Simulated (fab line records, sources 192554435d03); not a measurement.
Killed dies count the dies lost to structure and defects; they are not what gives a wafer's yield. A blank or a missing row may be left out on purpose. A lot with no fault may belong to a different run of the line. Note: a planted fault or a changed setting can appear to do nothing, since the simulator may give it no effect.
Which tool was responsible? | flow n5 finfet | Sampling: 11 lots, 30 wafers, 5 of 1938 route steps

WHAT THE GAUGES READ, wafer by wafer
N5_BEOL_M0_INSPECT_127: inspects for defects (darkfield). Usual: raw defect count at 67, with a standard deviation of 23.
lot  | measured     | on                | raw defect count | flag
L836 | day 6 03:04  | defect inspect-02 | 71 76 74         |
L837 | day 6 16:29  | defect inspect-01 | 84 59 86         |
L838 | day 6 21:59  | defect inspect-02 | 54 37 34         |
L843 | day 7 21:15  | defect inspect-01 | 47 66 87         |
L844 | day 8 09:42  | defect inspect-02 | 111 93 83        |
L845 | day 8 16:01  | defect inspect-01 | 51 43 48         |
L846 | day 8 17:47  | defect inspect-02 | 147 123 119      |
L849 | day 9 13:25  | defect inspect-01 | 75 3502          | OFF
L851 | day 9 22:05  | defect inspect-02 | 40 3642          | OFF
L856 | day 11 06:26 | defect inspect-02 | 3551 3526        | OFF
L858 | day 11 23:37 | defect inspect-02 | 59 48 45         |

N5_BEOL_M4_RC_MEAS_101. Usual: DIBL_N 35.8 mV/V, standard deviation 1.7; DIBL_P 35.3 mV/V, standard deviation 2; IOFF_N 0.150 nA/um, standard deviation 0.026; IOFF_P 0.194 nA/um, standard deviation 0.029; ION_N 667 uA/um, standard deviation 11; ION_P 456 uA/um, standard deviation 7.1; SS_N 71.4 mV/dec, standard deviation 0.65; SS_P 73.1 mV/dec, standard deviation 0.64; VT_N 251 mV, standard deviation 3; VT_P -252 mV, standard deviation 3.2.
lot  | measured     | on        | DIBL_N (mV/V)  | DIBL_P (mV/V)  | IOFF_N (nA/um)    | IOFF_P (nA/um)    | ION_N (uA/um) | ION_P (uA/um) | SS_N (mV/dec)  | SS_P (mV/dec)  | VT_N (mV)   | VT_P (mV)      | flag
L836 | day 9 17:53  | prober-01 | 36.5 32.5 35.6 | 36.8 32.0 36.5 | 0.156 0.103 0.150 | 0.193 0.136 0.190 | 678 649 675   | 461 447 466   | 72.2 70.9 71.2 | 73.0 71.8 74.1 | 253 258 250 | -252 -258 -254 |
L837 | day 11 02:30 | prober-01 | 37.5 38.0 35.9 | 35.6 37.8 35.0 | 0.165 0.195 0.141 | 0.191 0.236 0.187 | 659 665 644   | 444 447 442   | 72.8 72.9 72.0 | 73.9 74.3 72.9 | 253 246 253 | -255 -248 -253 |
L838 | day 10 07:59 | prober-02 | 36.1 36.0 37.7 | 36.4 36.0 37.8 | 0.148 0.150 0.173 | 0.197 0.196 0.228 | 663 671 666   | 452 462 457   | 71.0 71.1 72.4 | 73.3 73.4 74.0 | 252 253 247 | -252 -255 -250 |
L843 | day 12 05:59 | prober-02 | 34.0 32.6 36.1 | 35.8 33.2 38.3 | 0.141 0.123 0.184 | 0.208 0.172 0.250 | 676 667 680   | 468 458 468   | 70.9 70.8 71.3 | 72.7 71.9 73.2 | 250 251 247 | -249 -251 -243 |
L844 | day 12 09:15 | prober-01 | 36.8 36.0 36.3 | 35.8 34.6 36.0 | 0.160 0.148 0.154 | 0.220 0.216 0.232 | 670 672 666   | 466 463 463   | 71.6 71.1 71.7 | 73.3 73.3 73.3 | 251 250 250 | -246 -245 -246 |
L845 | day 12 13:01 | prober-01 | 34.5 33.9 35.6 | 36.0 34.6 36.7 | 0.148 0.136 0.175 | 0.217 0.202 0.238 | 665 660 671   | 464 463 462   | 71.5 70.9 71.9 | 73.9 72.9 73.8 | 250 251 247 | -247 -250 -246 |
L846 | day 12 12:49 | prober-02 | 33.9 35.7 36.5 | 32.9 34.6 34.1 | 0.124 0.149 0.156 | 0.169 0.199 0.182 | 660 673 665   | 451 465 450   | 71.0 70.5 70.8 | 72.6 72.7 72.6 | 254 252 251 | -252 -251 -254 |
L849 | day 12 23:25 | prober-01 | 33.9           | 32.7           | 0.123             | 0.162             | 656           | 453           | 71.0           | 72.5           | 252         | -254           |
L851 | day 14 02:01 | prober-02 | 37.0           | 36.5           | 0.162             | 0.206             | 678           | 464           | 71.6           | 73.9           | 249         | -249           |
L858 | day 15 11:44 | prober-02 | 37.6 36.5 36.8 | 35.2 35.3 36.0 | 0.177 0.159 0.167 | 0.217 0.212 0.225 | 680 669 679   | 463 461 464   | 71.3 70.4 71.2 | 73.9 72.7 73.7 | 248 250 250 | -248 -250 -252 |

EACH LOT AND THE TOOL THAT RAN IT (in order: tool; ch and the chambers of the sampled wafers; start)
lot  | N5_BEOL_M0_DEGAS_112         | N5_BEOL_M0_SPUTTER_134       | N5_BEOL_M0_CMP_120
L836 | pvd sputter-02, day 5 23:11  | pvd sputter-03, day 6 00:11  | cmp-02 ch 1,3, day 6 02:25
L837 | pvd sputter-03, day 6 13:21  | pvd sputter-03, day 6 14:21  | cmp-03 ch 0,2,3, day 6 15:51
L838 | pvd sputter-01, day 6 18:39  | pvd sputter-01, day 6 19:50  | cmp-03 ch 2,3, day 6 21:25
L843 | pvd sputter-03, day 7 17:41  | pvd sputter-02, day 7 18:37  | cmp-03 ch 0,1,2, day 7 20:40
L844 | pvd sputter-01, day 8 04:13  | pvd sputter-03, day 8 05:10  | cmp-02 ch 0,2, day 8 09:09
L845 | pvd sputter-02, day 8 11:14  | pvd sputter-03, day 8 11:58  | cmp-02 ch 1,2, day 8 15:26
L846 | pvd sputter-03, day 8 14:50  | pvd sputter-01, day 8 15:54  | cmp-02 ch 0,2, day 8 17:13
L849 | pvd sputter-02, day 9 10:25  | pvd sputter-01, day 9 11:21  | cmp-02 ch 1,2, day 9 12:50
L851 | pvd sputter-03, day 9 18:43  | pvd sputter-01, day 9 19:39  | cmp-02 ch 0,3, day 9 21:28
L856 | pvd sputter-03, day 11 03:53 | pvd sputter-03, day 11 04:45 | cmp-02 ch 2,3, day 11 06:01
L858 | pvd sputter-01, day 11 21:20 | pvd sputter-02, day 11 22:17 | cmp-04 ch 0,1,2, day 11 23:07
- N5_BEOL_M0_DEGAS_112: time 60 s.
- N5_BEOL_M0_SPUTTER_134: material Cu, target thk 4 nm, time 7.37 s.
- N5_BEOL_M0_CMP_120: polishes, stops on SiOC, t overpolish 6.9 s.

AS READ BY THE TOOLS THEMSELVES (means over the sampled wafers that have a number; for cases with no such wafer, the mark the record gives instead)
N5_BEOL_M0_DEGAS_112. Usual: heater power w at 313 W, with a standard deviation of 37.
lot  | tool           | heater power w (W) | flag
L836 | pvd sputter-02 | 333                |
L837 | pvd sputter-03 | 325                |
L838 | pvd sputter-01 | 322                |
L843 | pvd sputter-03 | 282                |
L844 | pvd sputter-01 | 324                |
L845 | pvd sputter-02 | 332                |
L846 | pvd sputter-03 | 277                |
L849 | pvd sputter-02 | 304                |
L851 | pvd sputter-03 | 262                |
L856 | pvd sputter-03 | 306                |
L858 | pvd sputter-01 | 310                |

N5_BEOL_M0_SPUTTER_134. Usual: throttle valve pct at 29.8 %, with a standard deviation of 1.
lot  | tool           | throttle valve pct (%) | flag
L836 | pvd sputter-03 | 29.3                   |
L837 | pvd sputter-03 | 30.1                   |
L838 | pvd sputter-01 | 29.2                   |
L843 | pvd sputter-02 | 30.3                   |
L844 | pvd sputter-03 | 28.7                   |
L845 | pvd sputter-03 | 29.9                   |
L846 | pvd sputter-01 | 29.1                   |
L849 | pvd sputter-01 | 29.4                   |
L851 | pvd sputter-01 | 28.8                   |
L856 | pvd sputter-03 | 30.1                   |
L858 | pvd sputter-02 | 30.8                   |

N5_BEOL_M0_CMP_120. Usual: barrier field endpoint s 3.67 s, standard deviation 0.13; motor current A 6.2 A, standard deviation 0.58; overpolish run s 6.899 s, standard deviation 0.0099; retaining ring pressure frac 1.000, standard deviation 0.0053; time to endpoint s 62.6 s, standard deviation 2.5.
lot  | tool   | barrier field endpoint s (s) | motor current A (A) | overpolish run s (s) | retaining ring pressure frac | time to endpoint s (s) | flag
L836 | cmp-02 | 3.78                         | 6.6                 | 6.901                | 1.008                        | 65.9                   |
L837 | cmp-03 | 3.57                         | 5.6                 | 6.902                | 1.000                        | 62.1                   |
L838 | cmp-03 | 3.66                         | 5.6                 | 6.910                | 0.996                        | 60.6                   |
L843 | cmp-03 | 3.64                         | 5.8                 | 6.894                | 0.998                        | 65.7                   |
L844 | cmp-02 | 3.55                         | 5.9                 | 6.884                | 0.997                        | 62.4                   |
L845 | cmp-02 | 3.67                         | 6.8                 | 6.896                | 1.000                        | 61.4                   |
L846 | cmp-02 | 3.71                         | 6.5                 | 6.897                | 1.003                        | 63.1                   |
L849 | cmp-02 | 5.70                         | 6.8                 | 6.897                | 1.004                        | 73.3                   | OFF
L851 | cmp-02 | 5.66                         | 6.5                 | 6.905                | 1.004                        | 71.8                   | OFF
L856 | cmp-02 | 7.00                         | 7.1                 | 6.890                | 0.998                        | 81.3                   | OFF
L858 | cmp-04 | 3.57                         | 6.3                 | 6.901                | 0.999                        | 63.1                   |

THE ANSWER, worked out from the rows above alone
Rule: lot off if the mean of its wafers having a number is beyond 3 standard deviations from the usual mean. Also off: a lot with no number at a reading for which 4 or more lots have one. All remaining lots with rows at the step are treated as sound. After the gauges, taken in route order, come the tools' own readings; for these a lot's mean is taken, as printed above. The first step at which some lot is off is used, and at that step the reading that is off furthest; a lot without a number counts as furthest.
Off, at N5_BEOL_M0_INSPECT_127 on raw defect count: L849, L851, L856.
A tool fits if, at a process step before that reading, it ran every lot that is off, and no sound lot after the first of them. Not tried: the gauges at N5_BEOL_M0_INSPECT_127; whatever is off there is also off at N5_BEOL_M0_CMP_120, on other tools, and gauge error can't account for it. One fits: cmp-02 at N5_BEOL_M0_CMP_120. A fault onset in the window from L846 (day 8 17:13, its last sound lot) to L849 (day 9 12:50, its first lot off) fits.
The tool's own readings at N5_BEOL_M0_CMP_120 bear it out: on the lots that are off they differ by more than 5 times the standard deviation of the sound lots' means. barrier field endpoint s reads 6.12 s there against 3.64 s on the sound lots; time to endpoint s reads 75.5 s there against 63.0 s on the sound lots.

WHAT THE SIMULATOR HAD INSERTED
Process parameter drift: cmp-02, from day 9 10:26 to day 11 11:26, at N5_BEOL_M0_CMP_120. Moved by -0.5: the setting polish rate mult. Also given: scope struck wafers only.
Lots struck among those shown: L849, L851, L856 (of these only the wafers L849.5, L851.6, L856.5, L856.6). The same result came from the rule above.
